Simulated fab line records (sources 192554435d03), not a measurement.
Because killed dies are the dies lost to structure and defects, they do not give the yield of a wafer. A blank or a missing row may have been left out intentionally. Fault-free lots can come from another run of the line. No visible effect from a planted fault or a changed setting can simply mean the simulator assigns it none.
Matching of chambers	flow n5 finfet	N5_BEOL_M4_ETCH_74 on rie diel-04: 4 sister chambers
The step etches underlayer in N2/H2, target depth 6.5 nm, time 5.2 s. 18 wafers are shown with their chamber, then 9 later ones without.

== WAFERS WITH THEIR CHAMBER ==
wafer	chamber	drypump motor current A (A)	showerhead plenum p Torr (Torr)	oes product au (a.u.)
L074.2	2	5.46	2.64	0.62
L074.3	0	6.22	2.60	0.76
L074.4	1	5.44	2.51	0.59
L077.3	3	6.19	2.45	0.68
L077.4	1	5.43	2.51	0.58
L077.6	1	5.41	2.51	0.59
L082.1	3	6.18	2.44	0.68
L082.3	2	5.46	2.63	0.61
L082.5	1	5.44	2.50	0.59
L084.3	2	5.47	2.63	0.61
L084.4	3	6.16	2.44	0.67
L084.5	0	6.22	2.59	0.74
L086.2	3	6.14	2.44	0.67
L086.5	3	6.15	2.44	0.65
L086.6	0	6.20	2.59	0.73
L090.3	1	5.39	2.50	0.57
L090.5	2	5.45	2.63	0.61
L090.6	1	5.41	2.50	0.57

SIGNATURES (means of the wafers above)
reading	chamber 0	chamber 1	chamber 2	chamber 3	scatter within a chamber
drypump motor current A	6.2133	5.4200	5.4600	6.1640	0.0173
showerhead plenum p Torr	2.5933	2.5050	2.6325	2.4420	0.00515
oes product au	0.7433	0.5817	0.6125	0.6700	0.0108
Rule: for a wafer and a chamber, the distance is found by dividing, reading by reading, the gap between the wafer's reading and the chamber's mean by the reading's scatter, squaring, summing and taking the root. If the next closest chamber is less than 2 further off than the closest, the wafer can't be placed; otherwise it belongs to the closest. How the scatter is found: for the shown wafers, subtract from each reading the mean of its chamber, square and add these, divide the total by (wafers less chambers), then take the root.

== WAFERS WHOSE CHAMBER IS MISSING ==
wafer	drypump motor current A (A)	showerhead plenum p Torr (Torr)	oes product au (a.u.)
L089.2	5.42	2.50	0.58
L089.4	6.20	2.44	0.66
L089.6	6.24	2.59	0.73
L095.1	5.41	2.49	0.58
L095.4	6.19	2.58	0.73
L095.5	5.42	2.49	0.58
L094.1	5.46	2.62	0.59
L094.2	5.44	2.49	0.57
L094.4	5.46	2.62	0.58

== CHAMBER TAKEN BY EACH ==
wafer	from the rows above	in truth
L089.2	1	1
L089.4	3	3
L089.6	0	0
L095.1	1	1
L095.4	0	0
L095.5	1	1
L094.1	2	2
L094.2	1	1
L094.4	2	2
9 of 9 placed correctly. Left unplaced by these rows: 0. Number placed wrongly: 0.
